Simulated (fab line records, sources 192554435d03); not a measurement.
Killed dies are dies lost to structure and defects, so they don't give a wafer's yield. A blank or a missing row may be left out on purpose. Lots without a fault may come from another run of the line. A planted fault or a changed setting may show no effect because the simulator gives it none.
Which tool did it? | flow n5_finfet | 8 lots, 24 wafers sampled, at 5 steps of a route of 1938

WHAT THE GAUGES READ, wafer by wafer
N5_BEOL_M4_RC_MEAS_101.
lot  | measured     | on        | DIBL_N (mV/V)  | DIBL_P (mV/V)  | IOFF_N (nA/um) | IOFF_P (nA/um) | ION_N (uA/um) | ION_P (uA/um) | SS_N (mV/dec)  | SS_P (mV/dec)  | VT_N (mV)   | VT_P (mV)
L978 | day 8 15:25  | prober-01 | 34.9 32.9 34.9 | 36.2 34.3 36.9 | 0.17 0.14 0.17 | 0.23 0.20 0.25 | 675 669 677   | 468 463 476   | 71.4 71.4 71.0 | 74.0 72.7 72.8 | 247 250 245 | -246 -250 -246
L984 | day 9 17:13  | prober-01 | 36.0 39.2 38.9 | 35.7 39.2 39.0 | 0.15 0.21 0.20 | 0.20 0.27 0.25 | 665 683 676   | 462 468 470   | 71.5 72.0 72.2 | 72.8 74.2 73.1 | 254 251 248 | -250 -248 -250
L985 | day 9 22:04  | prober-02 | 36.3 38.0 36.0 | 36.0 39.9 36.2 | 0.15 0.19 0.15 | 0.18 0.26 0.19 | 663 677 667   | 455 462 458   | 71.7 71.8 71.1 | 73.6 74.1 73.6 | 251 249 249 | -253 -249 -251
L987 | day 10 06:25 | prober-01 | 38.0 38.2 36.5 | 37.8 37.2 35.5 | 0.20 0.20 0.17 | 0.24 0.23 0.20 | 686 677 687   | 463 461 469   | 71.9 72.3 71.7 | 74.3 73.8 74.4 | 244 248 249 | -250 -251 -252
L988 | day 10 22:46 | prober-02 | 35.6 38.5 37.0 | 35.6 39.2 37.5 | 0.14 0.19 0.18 | 0.18 0.24 0.21 | 674 682 685   | 455 459 465   | 71.6 72.2 72.7 | 73.2 73.4 73.6 | 249 249 249 | -251 -249 -250
L991 | day 11 19:51 | prober-02 | 34.3 37.1 35.0 | 34.6 38.2 35.8 | 0.13 0.19 0.15 | 0.21 0.28 0.23 | 658 664 669   | 462 464 470   | 71.3 71.2 70.5 | 73.0 73.7 72.3 | 253 247 249 | -249 -246 -246
L990 | day 11 16:23 | prober-02 | 35.2 37.3 37.5 | 34.5 37.3 38.5 | 0.14 0.16 0.18 | 0.18 0.22 0.25 | 667 684 682   | 459 467 465   | 70.5 71.4 71.2 | 72.1 72.6 73.1 | 252 250 246 | -250 -250 -249
L100 | day 13 23:44 | prober-02 | 34.4 35.2 32.4 | 33.0 34.1 30.8 | 0.11 0.12 0.09 | 0.17 0.18 0.14 | 659 658 653   | 459 459 453   | 70.6 71.7 70.3 | 72.5 72.9 71.6 | 255 255 257 | -251 -253 -255

WHICH TOOL RAN EACH LOT (tool, then ch and the chambers of the sampled wafers, then the start)
lot  | N5_HKMG_FIN_ETCH_67               | N5_HKMG_FIN_STRIP_90              | N5_GATE_CUT_ETCH_56               | N5_GATE_CUT_ETCH_58
L978 | rie_diel-02 ch 0,3, day 4 17:17   | rie_diel-02 ch 0,3, day 4 17:20   | rie_metal-03 ch 0,1, day 4 19:27  | rie_diel-01 ch 0,2,3, day 4 19:37
L984 | rie_diel-05 ch 0,1,3, day 6 02:53 | rie_diel-05 ch 0,1,3, day 6 02:56 | rie_metal-03 ch 0,1, day 6 05:01  | rie_diel-03 ch 0,1, day 6 05:15
L985 | rie_diel-05 ch 0,1,3, day 6 10:43 | rie_diel-05 ch 0,1,3, day 6 10:47 | rie_metal-03 ch 0,1, day 6 13:08  | rie_diel-03 ch 1,2,3, day 6 13:16
L987 | rie_diel-02 ch 0,1, day 6 22:32   | rie_diel-02 ch 0,1, day 6 22:35   | rie_metal-01 ch 0,1, day 7 00:46  | rie_diel-01 ch 0,1, day 7 00:54
L988 | rie_diel-04 ch 0,3, day 7 04:40   | rie_diel-04 ch 0,3, day 7 04:44   | rie_metal-03 ch 0,1, day 7 07:20  | rie_diel-01 ch 0,3, day 7 07:30
L991 | rie_diel-05 ch 2,3, day 7 15:38   | rie_diel-05 ch 2,3, day 7 15:42   | rie_metal-02 ch 0,1, day 7 17:47  | rie_diel-01 ch 0,1, day 7 17:57
L990 | rie_diel-02 ch 0,2,3, day 7 18:25 | rie_diel-02 ch 0,2,3, day 7 18:29 | rie_metal-02 ch 0,1, day 7 20:46  | rie_diel-06 ch 0,1,3, day 7 20:56
L100 | rie_diel-02 ch 2,3, day 10 01:34  | rie_diel-02 ch 2,3, day 10 01:37  | rie_metal-01 ch 0,1, day 10 03:42 | rie_diel-01 ch 1,2, day 10 03:52
- N5_HKMG_FIN_ETCH_67: etches SOC in N2/H2, stops on TiN, target depth 388.9 nm.
- N5_HKMG_FIN_STRIP_90: strips SOC in N2/H2, time 20 s.
- N5_GATE_CUT_ETCH_56: etches TiN in Cl2/Ar, target depth 21.6 nm.
- N5_GATE_CUT_ETCH_58: etches SiNx in CH3F/O2, target depth 17 nm, time 128.6 s.

WHAT THE TOOLS THEMSELVES READ (means of the sampled wafers that have a number; where no wafer has one, the mark that the record gives instead)
N5_HKMG_FIN_ETCH_67.
lot  | tool        | drypump_motor_current_A (A) | oes_product_au (a.u.) | rf_fwd_power_W (W) | rf_vpp_V (V) | showerhead_plenum_p_Torr (Torr) | throttle_valve_pct (%)
L978 | rie_diel-02 | 5.4                         | 0.85                  | 841                | 240.5        | 2.55                            | 17.60
L984 | rie_diel-05 | 5.6                         | 0.76                  | 846                | 240.8        | 2.58                            | 17.81
L985 | rie_diel-05 | 5.6                         | 0.76                  | 843                | 241.2        | 2.58                            | 17.81
L987 | rie_diel-02 | 5.4                         | 0.71                  | 845                | 241.0        | 2.60                            | 18.00
L988 | rie_diel-04 | 5.3                         | 0.87                  | 846                | 241.6        | 2.66                            | 17.62
L991 | rie_diel-05 | 5.7                         | 0.71                  | 848                | 241.8        | 2.54                            | 17.48
L990 | rie_diel-02 | 5.8                         | 0.81                  | 844                | 240.1        | 2.49                            | 17.70
L100 | rie_diel-02 | 6.2                         | 0.78                  | 841                | 239.7        | 2.44                            | 17.77

N5_HKMG_FIN_STRIP_90.
lot  | tool        | drypump_motor_current_A (A) | oes_product_au (a.u.) | rf_vpp_V (V) | showerhead_plenum_p_Torr (Torr) | throttle_valve_pct (%)
L978 | rie_diel-02 | 5.4                         | 0.87                  | 54.5         | 3.37                            | 18.7
L984 | rie_diel-05 | 5.6                         | 0.77                  | 55.0         | 3.41                            | 19.0
L985 | rie_diel-05 | 5.6                         | 0.76                  | 53.7         | 3.41                            | 19.0
L987 | rie_diel-02 | 5.4                         | 0.70                  | 54.9         | 3.43                            | 19.2
L988 | rie_diel-04 | 5.3                         | 0.88                  | 54.2         | 3.50                            | 19.0
L991 | rie_diel-05 | 5.7                         | 0.71                  | 53.9         | 3.36                            | 18.4
L990 | rie_diel-02 | 5.8                         | 0.81                  | 54.2         | 3.29                            | 18.9
L100 | rie_diel-02 | 6.2                         | 0.78                  | 54.3         | 3.23                            | 19.1

N5_GATE_CUT_ETCH_56.
lot  | tool         | drypump_motor_current_A (A) | oes_product_au (a.u.) | rf_fwd_power_W (W) | throttle_valve_pct (%)
L978 | rie_metal-03 | 5.7                         | 0.90                  | 596.7              | 20.61
L984 | rie_metal-03 | 5.7                         | 0.88                  | 596.5              | 20.61
L985 | rie_metal-03 | 5.7                         | 0.87                  | 597.2              | 20.61
L987 | rie_metal-01 | 5.8                         | 0.80                  | 593.4              | 20.69
L988 | rie_metal-03 | 5.2                         | 0.90                  | 596.4              | 20.57
L991 | rie_metal-02 | 5.8                         | 0.82                  | 596.1              | 20.61
L990 | rie_metal-02 | 5.8                         | 0.83                  | 596.0              | 20.61
L100 | rie_metal-01 | 5.4                         | 0.76                  | 596.3              | 20.88

N5_GATE_CUT_ETCH_58.
lot  | tool        | CH3F_flow_sccm (sccm) | drypump_motor_current_A (A) | oes_product_au (a.u.) | rf_fwd_power_W (W) | rf_vpp_V (V) | showerhead_plenum_p_Torr (Torr) | throttle_valve_pct (%)
L978 | rie_diel-01 | 29.98                 | 6.2                         | 0.71                  | 413.6              | 99.1         | 1.98                            | 16.51
L984 | rie_diel-03 | 30.04                 | 5.8                         | 0.78                  | 413.5              | 99.9         | 1.98                            | 16.57
L985 | rie_diel-03 | 29.88                 | 5.4                         | 0.72                  | 414.7              | 98.6         | 1.95                            | 16.65
L987 | rie_diel-01 | 30.01                 | 6.0                         | 0.94                  | 413.4              | 97.7         | 1.96                            | 16.11
L988 | rie_diel-01 | 29.98                 | 6.5                         | 0.82                  | 415.5              | 98.0         | 1.99                            | 16.24
L991 | rie_diel-01 | 29.97                 | 6.0                         | 0.92                  | 413.1              | 99.1         | 1.96                            | 16.11
L990 | rie_diel-06 | 30.01                 | 5.5                         | 0.78                  | 412.8              | 98.1         | 1.93                            | 16.25
L100 | rie_diel-01 | 29.98                 | 6.0                         | 0.93                  | 478.3              | 93.7         | 1.95                            | 16.23

THE ANSWER, worked out from the rows above alone
Rule: what is usual is taken from the lots themselves. Put in order of their means at a reading, lots are off if they are a third of the lots or fewer, leave a main group of 4 or more, and stand apart from it by a gap of 3 or more times the standard deviation of the main group's means; of several such gaps the widest counts. A main group whose means are all the same, to the digits that the tables above print for the reading, isn't used. A lot without any number at a reading at which 4 lots or more have one is off too. The other lots that the step has rows for count as sound. The gauges are gone through in route order, then the tools' own readings, and for those a lot's mean is taken as printed above. The first step at which some lot is off is used, and at that step the reading that is off furthest; a lot without a number counts as furthest.
Off: L100, at N5_BEOL_M4_RC_MEAS_101 (DIBL_P). The main group: mean 36.9 mV/V, standard deviation 0.69.
A tool fits if, at a process step before that reading, it ran every lot that is off, and no sound lot after the first of them. The gauges at N5_BEOL_M4_RC_MEAS_101 aren't tried: what is off there is off at N5_GATE_CUT_ETCH_56 too, on other tools, and a gauge's error can't cause that. Can't be told from this: 3 tools fit, rie_diel-02 at N5_HKMG_FIN_ETCH_67 and N5_HKMG_FIN_STRIP_90, rie_metal-01 at N5_GATE_CUT_ETCH_56, rie_diel-01 at N5_GATE_CUT_ETCH_58.

WHAT THE SIMULATOR HAD PUT IN
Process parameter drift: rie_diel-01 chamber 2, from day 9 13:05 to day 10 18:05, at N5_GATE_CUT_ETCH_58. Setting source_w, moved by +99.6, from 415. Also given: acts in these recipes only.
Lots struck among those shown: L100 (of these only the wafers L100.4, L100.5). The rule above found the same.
